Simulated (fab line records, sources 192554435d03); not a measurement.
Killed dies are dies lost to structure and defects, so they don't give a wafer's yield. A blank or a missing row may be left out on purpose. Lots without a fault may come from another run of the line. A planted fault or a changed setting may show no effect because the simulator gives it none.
fab line records | flow n5_finfet
record lots=11 wafers=33 last_day=18
route steps=1938 shown DUMMY_GATE@214 PAD_METAL@1896 PASSIVATION@1909
lots that met no fault: from a run of the same line without faults
start_h: hours from the record's first day to the start of the lot's first wafer shown | wait_h: hours since the lot's step before | " the same as in the row above | L1.1+2: a row that stands for several wafers | - no value, or no start given | * or withheld: withheld | < > ~ a bound
route shown NAME@n: a module of which the file shows steps, and the number in the route of the first | usual: mean/standard deviation of fault-free wafers | same: alike in all rows | chamber/n: place in a boat | sites: the reading at each site | _std_site: their standard deviation | _edge_site: outer sites' mean less inner sites' | radius_mm: how far each site lies from the wafer's centre | mask NAME#n: copy n | behind: the tool/chamber that last shaped the wafer | hold: why the lot was held/for how many hours/how that ended | device: the transistor (n, p or np) that didn't switch | end of line: the same wafers' tests at the end of the route | a step without rows: its recipe alone | killed: dies lost to structure and defects at the first sort, not the wafer's yield | map: a wafer's dies, x killed, . not, _ none there
set.NAME: the setting as run; set.NAME@STEP: as run at that earlier step | model.NAME: the simulator's own value behind a step, which no gauge read
steps of the route over a sample of lots; a table a step, a row a wafer
services: from which hour (start_h, from the record's first day; less than 0 if before it) a tool's chamber was out of use, for how many hours, and why
## steps
# step N5_DUMMY_GATE_ALD_02
# recipe material=SiO2 target_thk_a=20 temp_c=300 ald_precursor_family=BDEAS ald_co_reactant=O2-plasma pulse_time_s=1 pressure_torr=2
# usual heater_power_w=456/57 precursor_pulse_height_rel=1.003/0.021 susceptor_temp_C=299.98/0.19
# columns lot.wafer tool chamber start_h wait_h heater_power_w precursor_pulse_height_rel susceptor_temp_C
L767.2 ald_sin-03 2 37.63 0.0 344 1.024 299.85
L767.3 " 1 " " 514 1.001 300.15
L767.6 " 3 " " 519 1.019 299.86
L768.2 ald_sin-03 0 44.12 0.0 406 0.985 300.26
L768.5 " 0 " " 415 1.038 299.95
L768.6 " 3 " " 513 0.965 300.10
L769.1 ald_sin-04 1 50.46 0.6 489 0.966 299.79
L769.4 " 2 " " 433 1.007 300.43
L769.6 " 3 " " 473 0.993 299.94
L770.2 ald_sin-03 1 57.75 0.0 521 0.984 299.91
L770.5 " 2 " " 353 0.988 299.91
L770.6 " 1 " " 522 1.022 300.27
L778.1 ald_sin-04 1 103.40 0.0 479 0.972 300.00
L778.4 " 0 " " 437 0.998 299.94
L778.5 " 0 " " 416 0.965 300.25
L780.3 ald_sin-04 1 117.31 0.9 484 1.025 299.99
L780.4 " 3 " " 478 0.995 300.24
L780.6 " 3 " " 492 1.021 299.83
L781.2 ald_sin-03 2 122.07 0.0 352 1.021 299.73
L781.3 " 1 " " 516 1.021 300.00
L781.5 " 3 " " 514 0.970 299.83
L782.1 ald_sin-01 0 129.17 0.0 409 0.998 300.29
L782.2 " 1 " " 385 1.025 299.89
L782.4 " 1 " " 388 1.018 299.87
L784.1 ald_sin-01 3 141.34 0.0 508 1.018 299.74
L784.3 " 2 " " 524 1.026 299.90
L784.4 " 0 " " 402 1.021 300.30
L788.1 ald_sin-01 1 164.56 0.7 386 1.018 299.95
L788.3 " 0 " " 403 1.010 299.86
L788.4 " 3 " " 516 0.999 300.06
L790.1 ald_sin-03 2 175.71 0.0 362 0.981 299.63
L790.2 " 3 " " 516 1.029 299.89
L790.6 " 3 " " 508 1.009 299.62
# step N5_PASSIVATION_AL_DEP_21
# recipe material=Al target_thk_a=28000 temp_c=400 time_s=170 power_w=30000 chamber_pressure_pa=0.4 gas=Ar
# usual susceptor_temp_C=400.01/0.19 throttle_valve_pct=30.0/0.97
# columns lot.wafer tool chamber start_h wait_h susceptor_temp_C throttle_valve_pct
L769.1 pvd_sputter-01 - 257.75 0.1 399.93 31.3
L769.4 " - " " 400.11 30.3
L769.6 " - " " 400.13 31.5
L767.2 pvd_sputter-02 - 264.63 0.1 400.16 29.5
L767.3 " - " " 400.17 28.7
L767.6 " - " " 400.16 29.3
L770.2 pvd_sputter-03 - 274.93 0.1 400.12 29.9
L770.5 " - " " 399.86 32.0
L770.6 " - " " 399.87 30.6
L768.2 pvd_sputter-02 - 280.58 0.1 400.02 29.4
L768.5 " - " " 399.56 28.6
L768.6 " - " " 399.78 29.4
L778.1 pvd_sputter-02 - 332.92 0.1 400.23 29.1
L778.4 " - " " 399.77 29.3
L778.5 " - " " 400.09 28.5
L781.2 pvd_sputter-01 - 341.96 0.1 399.81 31.5
L781.3 " - " " 400.10 29.3
L781.5 " - " " 399.80 30.0
L780.3 pvd_sputter-03 - 342.27 0.1 399.81 31.6
L780.4 " - " " 399.93 29.8
L780.6 " - " " 399.99 30.5
L782.1 pvd_sputter-03 - 360.34 0.1 399.78 28.5
L782.2 " - " " 400.06 29.4
L782.4 " - " " 399.96 31.7
L784.1 pvd_sputter-01 - 370.62 0.1 400.03 31.4
L784.3 " - " " 400.27 30.0
L784.4 " - " " 399.81 29.6
L788.1 pvd_sputter-03 - 397.83 0.1 399.85 31.6
L788.3 " - " " 399.98 30.6
L788.4 " - " " 399.73 29.7
L790.1 pvd_sputter-01 - 414.30 0.1 400.53 30.3
L790.2 " - " " 399.56 31.6
L790.6 " - " " 399.70 29.8
# step N5_PASSIVATION_AL_ETCH_33
# recipe chemistry=Cl2/BCl3 target_depth_a=28000 over_etch_frac=0.15 Cl2_flow_sccm=180 bcl3_flow_sccm=60 target=Al stop_on=TaN time_s=466.7 ion_energy_ev=100 pressure_mtorr=10 icp_w=900 bias_w=100
# usual drypump_motor_current_A=5.6/0.39 oes_product_au=0.72/0.11 throttle_valve_pct=34.39/0.19
# columns lot.wafer tool chamber start_h wait_h drypump_motor_current_A oes_product_au rf_hours_counter_h throttle_valve_pct
L769.1 rie_metal-03 0 258.75 0.1 5.7 0.54 128 34.71
L769.4 " 0 " " 5.7 0.53 - 34.74
L769.6 " 0 " " 5.7 0.53 - 34.72
L767.2 rie_metal-02 0 265.29 0.1 5.1 0.69 42 34.28
L767.3 " 1 " " 6.1 0.60 - 34.43
L767.6 " 1 " " 6.1 0.60 - 34.44
L770.2 rie_metal-01 1 275.62 0.1 6.1 0.60 101 34.74
L770.5 " 0 " " 5.6 0.90 - 34.28
L770.6 " 1 " " 6.1 0.60 - 34.76
L768.2 rie_metal-01 0 281.37 0.1 5.7 0.87 2 34.32
L768.5 " 1 " " 6.1 0.59 - 34.75
L768.6 " 0 " " 5.7 0.87 - 34.32
L778.1 rie_metal-03 0 333.69 0.1 5.7 0.87 3 34.18
L778.4 " 0 " " 5.7 0.88 - 34.20
L778.5 " 0 " " 5.7 0.87 - 34.18
L781.2 rie_metal-03 1 342.61 0.1 5.1 0.79 15 34.21
L781.3 " 0 " " 5.7 0.86 - 34.20
L781.5 " 0 " " 5.7 0.85 - 34.23
L780.3 rie_metal-01 0 343.06 0.2 5.6 0.82 - 34.33
L780.4 " 1 " " 6.1 0.59 - 34.78
L780.6 " 0 " " 5.6 0.81 - 34.36
L782.1 rie_metal-01 0 361.12 0.1 5.6 0.81 9 34.29
L782.2 " 0 " " 5.7 0.82 - 34.32
L782.4 " 0 " " 5.7 0.81 - 34.34
L784.1 rie_metal-01 0 371.39 0.1 5.7 0.80 12 34.32
L784.3 " 0 " " 5.7 0.80 - 34.34
L784.4 " 0 " " 5.7 0.80 - 34.32
L788.1 rie_metal-03 1 398.58 0.1 5.1 0.74 20 34.33
L788.3 " 1 " " 5.1 0.75 - 34.34
L788.4 " 0 " " 5.7 0.81 - 34.24
L790.1 rie_metal-02 0 415.10 0.1 5.1 0.65 56 34.32
L790.2 " 1 " " 6.1 0.86 1 34.02
L790.6 " 0 " " 5.1 0.64 - 34.34
# step N5_PASSIVATION_ETCH_54
# recipe chemistry=CHF3/O2 target=SiO2 target_depth_a=8800 CHF3_flow_sccm=50 O2_flow_sccm=5 Ar_flow_sccm=200 time_s=440 mask_material=PR pressure_mtorr=30 source_w=650 bias_w=170 ion_energy_ev=200
# usual drypump_motor_current_A=5.7/0.4 oes_product_au=0.82/0.063 rf_vpp_V=522/8.1 showerhead_plenum_p_Torr=2.43/0.068 throttle_valve_pct=18.80/0.2
# columns lot.wafer tool chamber start_h wait_h drypump_motor_current_A oes_product_au rf_hours_counter_h rf_vpp_V showerhead_plenum_p_Torr throttle_valve_pct
L769.1 rie_diel-06 2 261.29 0.1 5.6 0.93 19 527 2.46 18.67
L769.4 " 1 " " 6.0 0.84 65 525 2.56 18.67
L769.6 " 3 " " 5.7 0.73 - 514 2.37 19.18
L767.2 rie_diel-06 0 267.77 0.1 5.1 0.77 168 535 2.51 18.95
L767.3 " 1 " " 6.0 0.84 67 526 2.56 18.63
L767.6 " 0 " " 5.1 0.76 - 534 2.51 18.95
L770.2 rie_diel-03 0 277.66 0.1 6.0 0.87 50 530 2.45 18.91
L770.5 " 2 " " 5.3 0.84 - 518 2.44 18.86
L770.6 " 3 " " 5.7 0.88 - 511 2.34 18.39
L768.2 rie_diel-03 2 284.01 0.1 5.3 0.84 64 519 2.44 18.87
L768.5 " 1 " " 6.0 0.81 - 514 2.36 18.90
L768.6 " 2 " " 5.3 0.84 - 519 2.44 18.87
L778.1 rie_diel-01 1 336.43 0.1 6.5 0.80 123 527 2.42 18.55
L778.4 " 3 " " 5.5 0.92 21 519 2.36 18.62
L778.5 " 2 " " 5.3 0.87 - 508 2.36 18.71
L781.2 rie_diel-06 1 344.52 0.1 6.0 0.81 94 526 2.55 18.71
L781.3 " 0 " " 5.1 0.74 194 533 2.50 18.98
L781.5 " 2 " " 5.6 0.87 - 528 2.45 18.71
L780.3 rie_diel-03 2 344.97 0.1 5.3 0.81 88 518 2.43 18.92
L780.4 " 1 " " 6.0 0.80 101 515 2.35 18.92
L780.6 " 2 " " 5.3 0.81 - 517 2.43 18.90
L782.1 rie_diel-03 3 363.65 0.1 5.7 0.85 70 510 2.33 18.45
L782.2 " 1 " " 6.0 0.79 108 515 2.35 18.96
L782.4 " 2 " " 5.3 0.80 94 518 2.43 18.93
L784.1 rie_diel-03 3 373.93 0.1 5.7 0.85 74 510 2.33 18.47
L784.3 " 2 " " 5.3 0.80 98 518 2.43 18.93
L784.4 " 1 " " 6.0 0.79 112 514 2.35 18.97
L788.1 rie_diel-06 0 403.49 0.1 5.2 0.72 218 534 2.49 19.03
L788.3 " 2 " " 5.6 0.84 75 525 2.44 18.76
L788.4 " 1 " " 6.0 0.79 119 526 2.54 18.75
L790.1 rie_diel-03 0 417.15 0.1 5.8 0.80 97 530 2.43 19.00
L790.2 " 2 " " 5.3 0.79 113 517 2.42 18.95
L790.6 " 2 " " 5.4 0.79 - 516 2.42 18.94
# step N5_PASSIVATION_PROBE_49
# usual defect_limited_yield=91.6/1.6 killed_at_M0_to_M3=31/10 killed_at_M4_up=14/6.3 killed_at_contacts=12/6.1 killed_at_front_end=39/12 killed_at_other=3.7/2.8 killed_dies=100/19 killed_open=66/14 killed_short=33/8.1 sort_bin_5_function=5.0/1.1 sort_bin_6_memory=3.2/0.66 sort_n_pass=1080/18 sort_yield_pct=91.6/1.6
# same gross_dies=1180 killed_at_back_side=0 sort_bin_4_leakage[%]=0 sort_bin_8_speed[%]=0
# columns lot.wafer tool chamber start_h wait_h defect_limited_yield[%] killed_at_M0_to_M3 killed_at_M4_up killed_at_contacts killed_at_front_end killed_at_other killed_dies killed_open killed_short sort_bin_5_function[%] sort_bin_6_memory[%] sort_n_pass sort_yield_pct[%]
L769.1 prober-01 - 264.07 0.0 93.1 28 10 12 28 4 82 47 34 4.4 2.2 1098 93.1
L769.4 prober-01 - 264.22 0.2 90.8 56 4 9 37 2 108 82 26 5.5 3.5 1072 90.8
L769.6 prober-01 - 264.32 0.3 90.7 39 17 13 34 7 110 74 34 5.8 3.1 1070 90.7
L767.2 prober-01 - 270.60 0.1 88.9 39 26 12 49 5 131 94 37 6.9 4.0 1049 88.9
L767.3 prober-01 - 270.65 0.1 89.7 29 41 11 38 2 121 91 29 6.9 3.2 1059 89.7
L767.6 prober-01 - 270.80 0.3 90.3 51 24 10 25 4 114 78 35 5.3 3.7 1066 90.3
L770.2 prober-02 - 280.50 0.1 90.0 20 9 33 51 5 118 85 33 5.7 4.0 1062 90.0
L770.5 prober-02 - 280.65 0.2 94.3 34 10 3 17 3 67 37 30 3.2 2.4 1113 94.3
L770.6 prober-02 - 280.70 0.3 91.5 29 26 7 36 2 100 70 30 5.3 3.1 1080 91.5
L768.2 prober-01 - 286.84 0.1 91.9 30 19 11 26 9 95 64 30 5.2 2.7 1085 91.9
L768.5 prober-01 - 286.99 0.2 90.2 49 15 17 29 6 116 85 30 6.0 3.7 1064 90.2
L768.6 prober-01 - 287.04 0.3 90.8 43 19 11 30 5 108 69 37 5.3 3.4 1072 90.8
L778.1 prober-01 - 339.24 0.0 87.7 36 11 6 85 7 145 65 23 7.5 3.8 1035 87.7
L778.4 prober-01 - 339.39 0.2 84.7 31 15 4 130 1 181 56 23 11.4 2.9 999 84.7
L778.5 prober-01 - 339.44 0.2 86.5 25 8 4 114 8 159 42 25 7.7 3.8 1021 86.5
L781.2 prober-02 - 347.35 0.1 92.6 24 25 2 33 3 87 54 33 4.1 3.1 1093 92.6
L781.3 prober-02 - 347.40 0.1 91.4 32 10 13 44 3 102 69 33 5.6 2.9 1078 91.4
L781.5 prober-02 - 347.50 0.2 92.9 12 25 8 38 1 84 59 25 4.2 2.8 1096 92.9
L780.3 prober-02 - 347.85 0.1 88.6 30 5 3 95 2 135 42 30 7.2 2.9 1045 88.6
L780.4 prober-02 - 347.90 0.2 89.4 35 11 2 72 5 125 51 23 6.9 2.5 1055 89.4
L780.6 prober-02 - 348.00 0.3 85.7 44 15 16 91 3 169 80 39 8.7 4.4 1011 85.7
L782.1 prober-02 - 366.44 0.0 91.8 28 14 6 48 1 97 63 34 5.0 3.1 1083 91.8
L782.2 prober-02 - 366.49 0.1 91.4 36 9 7 47 2 101 64 37 5.5 2.8 1079 91.4
L782.4 prober-02 - 366.59 0.2 88.1 40 21 16 60 3 140 114 24 7.3 4.5 1040 88.1
L784.1 prober-02 - 376.70 0.0 88.2 46 16 21 52 4 139 92 45 7.1 4.0 1041 88.2
L784.3 prober-02 - 376.80 0.1 88.3 36 13 26 58 5 138 84 48 6.4 4.6 1042 88.3
L784.4 prober-02 - 376.85 0.2 88.3 27 22 11 74 4 138 88 46 7.3 4.1 1042 88.3
L788.1 prober-02 - 406.38 0.0 91.9 25 14 22 28 6 95 59 31 4.5 3.0 1085 91.9
L788.3 prober-02 - 406.48 0.1 93.2 17 19 18 20 6 80 57 22 3.8 2.4 1100 93.2
L788.4 prober-02 - 406.53 0.2 93.6 21 14 14 25 2 76 53 21 3.8 2.5 1104 93.6
L790.1 prober-02 - 419.93 0.0 92.6 36 11 7 32 1 87 63 24 4.2 3.1 1093 92.6
L790.2 prober-02 - 419.98 0.1 90.7 26 19 9 48 8 110 72 36 5.7 3.4 1070 90.7
L790.6 prober-02 - 420.18 0.3 92.5 31 8 13 36 0 88 64 23 4.5 2.8 1092 92.5
# killed by level:class
L769.1 BEOL_M0_SAQP:geometric_particle:short=8 MOL_CONTACT_COAG:geometric_particle:open=7 BEOL_M2:geometric_particle:open=6 GATE_CUT:geometric_particle:open=5 MOL_CONTACT_COAG:geometric_particle:short=5 DUMMY_GATE:geometric_particle:open=4 BEOL_M0:geometric_particle:open=4 FIN_SAQP:geometric_particle:open=3
L769.4 BEOL_M0_SAQP:geometric_particle:open=14 FIN_SAQP:geometric_particle:open=11 BEOL_M2:geometric_particle:open=11 BEOL_M0_SAQP:geometric_particle:short=10 DUMMY_GATE:geometric_particle:open=8 MOL_CONTACT_COAG:geometric_particle:open=8 BEOL_M3:geometric_particle:open=7 BEOL_M1:geometric_particle:open=6
L769.6 FIN_SAQP:geometric_particle:open=12 MOL_CONTACT_COAG:geometric_particle:open=10 BEOL_M2:geometric_particle:open=9 BEOL_M0_SAQP:geometric_particle:short=8 BEOL_M0_SAQP:geometric_particle:open=6 BEOL_M0:geometric_particle:open=5 FIN_SAQP:geometric_particle:short=4 STI_FIN_REVEAL:geometric_particle:open=4
L767.2 FIN_SAQP:geometric_particle:open=19 BEOL_M3:geometric_particle:open=13 BEOL_M4:geometric_particle:open=12 MOL_CONTACT_COAG:geometric_particle:open=10 BEOL_M1:geometric_particle:open=10 FIN_SAQP:geometric_particle:short=8 STI_FIN_REVEAL:geometric_particle:open=8 BEOL_M5:geometric_particle:open=7
L767.3 BEOL_M4:geometric_particle:open=23 FIN_SAQP:geometric_particle:open=10 MOL_CONTACT_COAG:geometric_particle:open=9 BEOL_M3:geometric_particle:open=9 STI_FIN_REVEAL:geometric_particle:open=8 BEOL_M4:geometric_particle:short=8 BEOL_M1:geometric_particle:open=6 BEOL_M0:geometric_particle:open=5
L767.6 BEOL_M3:geometric_particle:open=26 BEOL_M4:geometric_particle:open=15 FIN_SAQP:geometric_particle:short=10 MOL_CONTACT_COAG:geometric_particle:open=7 BEOL_M1:geometric_particle:open=7 BEOL_M0_SAQP:geometric_particle:short=6 FIN_SAQP:geometric_particle:open=5 BEOL_M4:geometric_particle:short=5
L770.2 MOL_CONTACT_COAG:geometric_particle:open=27 STI_FIN_REVEAL:geometric_particle:open=17 FIN_SAQP:geometric_particle:open=11 BEOL_M2:geometric_particle:open=8 MOL_CONTACT_COAG:geometric_particle:short=6 STI_FIN_REVEAL:geometric_particle:short=4 BEOL_M0_SAQP:geometric_particle:short=4 BEOL_M0_SAQP:geometric_particle:open=4
L770.5 BEOL_M0_SAQP:geometric_particle:short=10 BEOL_M2:geometric_particle:open=8 BEOL_M4:geometric_particle:open=6 FIN_SAQP:geometric_particle:short=4 BEOL_M0_SAQP:geometric_particle:open=4 BEOL_M0:geometric_particle:open=4 BEOL_M0:geometric_particle:short=4 FIN_SAQP:geometric_particle:open=3
L770.6 BEOL_M4:geometric_particle:open=14 BEOL_M2:geometric_particle:open=12 STI_FIN_REVEAL:geometric_particle:open=10 BEOL_M4:geometric_particle:short=6 STI_FIN_REVEAL:geometric_particle:short=5 MOL_CONTACT_COAG:geometric_particle:open=5 BEOL_M3:geometric_particle:open=5 STARTING-WAFER:geometric_particle:short=5
L768.2 BEOL_M0_SAQP:geometric_particle:open=12 MOL_CONTACT_COAG:geometric_particle:open=10 BEOL_M0_SAQP:geometric_particle:short=8 BEOL_M5:geometric_particle:open=7 BEOL_M2:geometric_particle:open=5 GATE_CUT:geometric_particle:short=4 STARTING-WAFER:geometric_particle:short=4 MIM_TOP:geometric_particle:open=4
L768.5 BEOL_M0_SAQP:geometric_particle:open=20 MOL_CONTACT_COAG:geometric_particle:open=15 BEOL_M0_SAQP:geometric_particle:short=10 FIN_SAQP:geometric_particle:short=7 BEOL_M1:geometric_particle:open=7 BEOL_M4:geometric_particle:open=6 FIN_SAQP:geometric_particle:open=5 BEOL_M2:geometric_particle:open=5
L768.6 BEOL_M0_SAQP:geometric_particle:open=12 BEOL_M0_SAQP:geometric_particle:short=11 BEOL_M3:geometric_particle:open=9 MOL_CONTACT_COAG:geometric_particle:open=8 FIN_SAQP:geometric_particle:open=5 BEOL_M1:geometric_particle:open=5 BEOL_M4:geometric_particle:open=5 DUMMY_GATE:geometric_particle:open=4
L778.1 DUMMY_GATE:unspecified=56 BEOL_M2:geometric_particle:open=14 BEOL_M3:geometric_particle:open=11 FIN_SAQP:geometric_particle:open=9 GATE_CUT:geometric_particle:short=6 BEOL_M4:geometric_particle:open=6 DUMMY_GATE:geometric_particle:open=4 MOL_CONTACT_COAG:geometric_particle:open=4
L778.4 DUMMY_GATE:unspecified=102 BEOL_M2:geometric_particle:open=9 FIN_SAQP:geometric_particle:open=7 FIN_SAQP:geometric_particle:short=5 BEOL_M0_SAQP:geometric_particle:open=5 BEOL_M3:geometric_particle:open=5 GATE_CUT:geometric_particle:short=4 BEOL_M1:geometric_particle:open=4
L778.5 DUMMY_GATE:unspecified=89 BEOL_M2:geometric_particle:open=7 FIN_SAQP:geometric_particle:short=5 GATE_CUT:geometric_particle:short=5 BEOL_M0_SAQP:geometric_particle:open=4 BEOL_M0:geometric_particle:open=4 BEOL_M4:geometric_particle:open=4 GATE_CUT:geometric_particle:open=3
L781.2 BEOL_M4:geometric_particle:open=16 FIN_SAQP:geometric_particle:short=7 BEOL_M0_SAQP:geometric_particle:short=7 ILD0:geometric_particle:open=6 BEOL_M0_SAQP:geometric_particle:open=6 DUMMY_GATE:geometric_particle:open=4 BEOL_M1:geometric_particle:open=4 BEOL_M3:geometric_particle:open=4
L781.3 STI_FIN_REVEAL:geometric_particle:open=14 MOL_CONTACT_COAG:geometric_particle:open=11 BEOL_M0_SAQP:geometric_particle:open=10 BEOL_M0_SAQP:geometric_particle:short=7 BEOL_M3:geometric_particle:open=7 ILD0:geometric_particle:open=6 ILD0:geometric_particle:short=6 BEOL_M4:geometric_particle:open=6
L781.5 BEOL_M4:geometric_particle:open=12 FIN_SAQP:geometric_particle:open=11 ILD0:geometric_particle:short=7 MOL_CONTACT_COAG:geometric_particle:open=7 FIN_SAQP:geometric_particle:short=5 DUMMY_GATE:geometric_particle:open=4 BEOL_M2:geometric_particle:open=4 BEOL_M3:geometric_particle:open=4
L780.3 DUMMY_GATE:unspecified=63 FIN_SAQP:geometric_particle:open=13 BEOL_M2:geometric_particle:open=10 BEOL_M0_SAQP:geometric_particle:short=6 BEOL_M0_SAQP:geometric_particle:open=5 BEOL_M3:geometric_particle:short=4 SDB:geometric_particle:short=3 FIN_SAQP:geometric_particle:short=3
L780.4 DUMMY_GATE:unspecified=47 BEOL_M1:geometric_particle:open=9 FIN_SAQP:geometric_particle:open=7 BEOL_M0_SAQP:geometric_particle:short=7 BEOL_M3:geometric_particle:open=6 BEOL_M0_SAQP:geometric_particle:open=5 STI_FIN_REVEAL:geometric_particle:open=4 BEOL_M4:geometric_particle:open=4
L780.6 DUMMY_GATE:unspecified=48 MOL_CONTACT_COAG:geometric_particle:open=14 FIN_SAQP:geometric_particle:open=10 BEOL_M0_SAQP:geometric_particle:short=10 BEOL_M0_SAQP:geometric_particle:open=9 BEOL_M1:geometric_particle:open=8 BEOL_M3:geometric_particle:open=7 STARTING-WAFER:geometric_particle:open=6
L782.1 BEOL_M0_SAQP:geometric_particle:open=10 STI_FIN_REVEAL:geometric_particle:open=7 BEOL_M2:geometric_particle:open=7 FIN_SAQP:geometric_particle:open=5 FIN_SAQP:geometric_particle:short=5 DUMMY_GATE:geometric_particle:open=5 GATE_CUT:geometric_particle:short=5 MOL_CONTACT_COAG:geometric_particle:open=5
L782.2 FIN_SAQP:geometric_particle:open=12 STI_FIN_REVEAL:geometric_particle:open=8 BEOL_M0:geometric_particle:open=8 BEOL_M2:geometric_particle:open=8 FIN_SAQP:geometric_particle:short=7 BEOL_M0_SAQP:geometric_particle:short=7 MOL_CONTACT_COAG:geometric_particle:open=6 BEOL_M3:geometric_particle:open=5
L782.4 FIN_SAQP:geometric_particle:open=17 MOL_CONTACT_COAG:geometric_particle:open=14 BEOL_M3:geometric_particle:open=11 BEOL_M4:geometric_particle:open=11 STI_FIN_REVEAL:geometric_particle:open=10 GATE_CUT:geometric_particle:open=9 BEOL_M0:geometric_particle:open=7 BEOL_M1:geometric_particle:open=6
L784.1 FIN_SAQP:geometric_particle:open=19 MOL_CONTACT_COAG:geometric_particle:open=16 FIN_SAQP:geometric_particle:short=14 BEOL_M2:geometric_particle:open=13 BEOL_M0_SAQP:geometric_particle:short=11 BEOL_M0_SAQP:geometric_particle:open=9 BEOL_M4:geometric_particle:open=8 BEOL_M1:geometric_particle:open=7
L784.3 MOL_CONTACT_COAG:geometric_particle:open=23 FIN_SAQP:geometric_particle:short=17 FIN_SAQP:geometric_particle:open=9 BEOL_M2:geometric_particle:open=8 BEOL_M1:geometric_particle:open=7 STI_FIN_REVEAL:geometric_particle:open=7 GATE_CUT:geometric_particle:short=7 BEOL_M0:geometric_particle:open=7
L784.4 STI_FIN_REVEAL:geometric_particle:open=23 FIN_SAQP:geometric_particle:open=15 BEOL_M4:geometric_particle:open=12 FIN_SAQP:geometric_particle:short=11 MOL_CONTACT_COAG:geometric_particle:open=9 BEOL_M0_SAQP:geometric_particle:open=6 BEOL_M0_SAQP:geometric_particle:short=6 STI_FIN_REVEAL:geometric_particle:short=5
L788.1 MOL_CONTACT_COAG:geometric_particle:open=18 BEOL_M0_SAQP:geometric_particle:short=9 BEOL_M4:geometric_particle:open=7 STI_FIN_REVEAL:geometric_particle:open=4 MOL_CONTACT_COAG:geometric_particle:short=4 BEOL_M2:geometric_particle:open=4 STARTING-WAFER:geometric_particle:short=4 FIN_SAQP:geometric_particle:open=3
L788.3 MOL_CONTACT_COAG:geometric_particle:open=13 BEOL_M4:geometric_particle:open=7 STI_FIN_REVEAL:geometric_particle:open=6 DUMMY_GATE:geometric_particle:open=5 MOL_CONTACT_COAG:geometric_particle:short=5 BEOL_M1:geometric_particle:open=5 BEOL_M5:geometric_particle:open=5 BEOL_M0_SAQP:geometric_particle:open=3
L788.4 MOL_CONTACT_COAG:geometric_particle:open=12 BEOL_M4:geometric_particle:open=7 BEOL_M0_SAQP:geometric_particle:short=5 FIN_SAQP:geometric_particle:open=4 BEOL_M2:geometric_particle:open=4 FIN_SAQP:geometric_particle:short=3 ILD0:geometric_particle:open=3 BEOL_M1:geometric_particle:open=3
L790.1 BEOL_M3:geometric_particle:open=14 BEOL_M0_SAQP:geometric_particle:open=12 STI_FIN_REVEAL:geometric_particle:open=8 MOL_CONTACT_COAG:geometric_particle:open=7 GATE_CUT:geometric_particle:open=6 BEOL_M0_SAQP:geometric_particle:short=4 STARTING-WAFER:geometric_particle:open=4 STI_FIN_REVEAL:geometric_particle:short=3
L790.2 GATE_CUT:geometric_particle:short=13 STI_FIN_REVEAL:geometric_particle:open=12 BEOL_M2:geometric_particle:open=10 FIN_SAQP:geometric_particle:open=6 MOL_CONTACT_COAG:geometric_particle:open=6 BEOL_M4:geometric_particle:open=6 BEOL_M0_SAQP:geometric_particle:open=4 FIN_SAQP:geometric_particle:short=3
L790.6 BEOL_M3:geometric_particle:open=13 MOL_CONTACT_COAG:geometric_particle:open=11 FIN_SAQP:geometric_particle:open=8 BEOL_M0:geometric_particle:open=7 BEOL_M0_SAQP:geometric_particle:open=6 FIN_SAQP:geometric_particle:short=4 DUMMY_GATE:geometric_particle:open=4 STARTING-WAFER:geometric_particle:open=3
## services
# columns tool chamber start_h hours kind
rie_diel-03 1 18.59 3.5 repair
pvd_sputter-03 - 28.03 1.2 repair
ald_sin-03 1 28.44 1.8 repair
rie_metal-03 - 36.54 2.8 pm
rie_diel-03 0 41.90 2.2 repair
pvd_sputter-03 - 45.84 3.4 repair
ald_sin-03 3 54.19 3.0 repair
ald_sin-03 0 59.67 15.9 repair
ald_sin-03 - 61.54 6.1 pm
ald_sin-03 3 76.69 9.6 repair
rie_diel-06 2 78.60 4.3 repair
pvd_sputter-03 - 85.16 2.7 repair
rie_metal-01 1 91.01 5.0 repair
rie_diel-03 2 91.31 7.1 repair
ald_sin-03 0 95.77 2.0 repair
rie_diel-03 - 111.30 2.4 repair
rie_metal-01 1 217.82 15.9 repair
rie_diel-03 - 221.21 0.3 repair
rie_diel-03 1 267.61 8.5 repair
ald_sin-03 - 268.89 14.0 pm
rie_diel-03 0 288.61 3.7 repair
ald_sin-03 - 338.66 2.8 pm
rie_diel-03 1 374.86 2.7 repair
ald_sin-03 2 381.53 8.3 repair
## key
first_sign step=N5_PASSIVATION_PROBE_49 reading=killed_at_front_end direction=up sigmas=4.8 usual=39 struck=98
effect step=N5_PASSIVATION_PROBE_49 reading=defect_limited_yield direction=down sigmas=2.8 usual=91.6 struck=87.1
more_kills_born_at N5_DUMMY_GATE_ALD_02@ald_sin-04=405
met_at N5_DUMMY_GATE_ALD_02
struck_lots L778,L780
not_acting_at N5_PASSIVATION_AL_DEP_21,N5_PASSIVATION_AL_ETCH_33,N5_PASSIVATION_ETCH_54
onset_between 50.46 103.40
fault kind=chamber_particle_source tool=ald_sin-04 chamber=- onset_h=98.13 steps=N5_DUMMY_GATE_ALD_02 rate_per_visit_cm2=0.41615 end_h=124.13
